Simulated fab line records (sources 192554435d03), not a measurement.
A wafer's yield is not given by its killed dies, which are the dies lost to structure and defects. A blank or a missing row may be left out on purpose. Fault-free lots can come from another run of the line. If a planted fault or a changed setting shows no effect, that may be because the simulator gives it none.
Chamber matching -- flow n5_finfet -- N5_SPACER0_ALD_08 on ald_sin-02: 4 sister chambers
The step deposits SiNx, target thk 2 nm. 8 wafers are shown with their chamber, then 12 later ones without.

WAFERS, EACH WITH ITS CHAMBER
wafer,chamber,heater_power_w (W)
L079.2,1,716
L079.3,2,761
L079.6,1,709
L081.4,2,767
L083.6,0,851
L087.3,3,961
L087.4,0,843
L087.6,3,989

WAFERS WITHOUT THEIR CHAMBER
wafer,heater_power_w (W)
L089.1,742
L089.2,740
L089.3,993
L089.4,848
L089.5,962
L089.6,746
L091.1,720
L091.2,766
L091.3,879
L091.4,968
L091.5,970
L091.6,752

WHICH CHAMBER EACH ONE RAN IN
wafer,from the rows above,in truth
L089.1,can't be placed: 2 or 1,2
L089.2,can't be placed: 2 or 1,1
L089.3,3,3
L089.4,0,0
L089.5,3,3
L089.6,can't be placed: 2 or 1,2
L091.1,1,1
L091.2,2,2
L091.3,0,0
L091.4,3,3
L091.5,3,3
L091.6,2,2
9 of 12 placed correctly. Unplaceable from these rows: 3, with the true chamber sitting among the candidates in 3. Wrongly placed: 0.
How it was worked out, from the rows above alone: a wafer's distance from a chamber is the root of the sum, over the readings, of the square of ((its reading less the chamber's mean) divided by the reading's scatter). The wafer belongs to the nearest chamber; if the next one is less than 2 further off, it can't be placed. The mean given for a chamber averages the wafers shown for that chamber. The scatter is the square root of a quotient: the sum, over the shown wafers, of each reading's squared deviation from its chamber's mean, divided by wafers minus chambers.
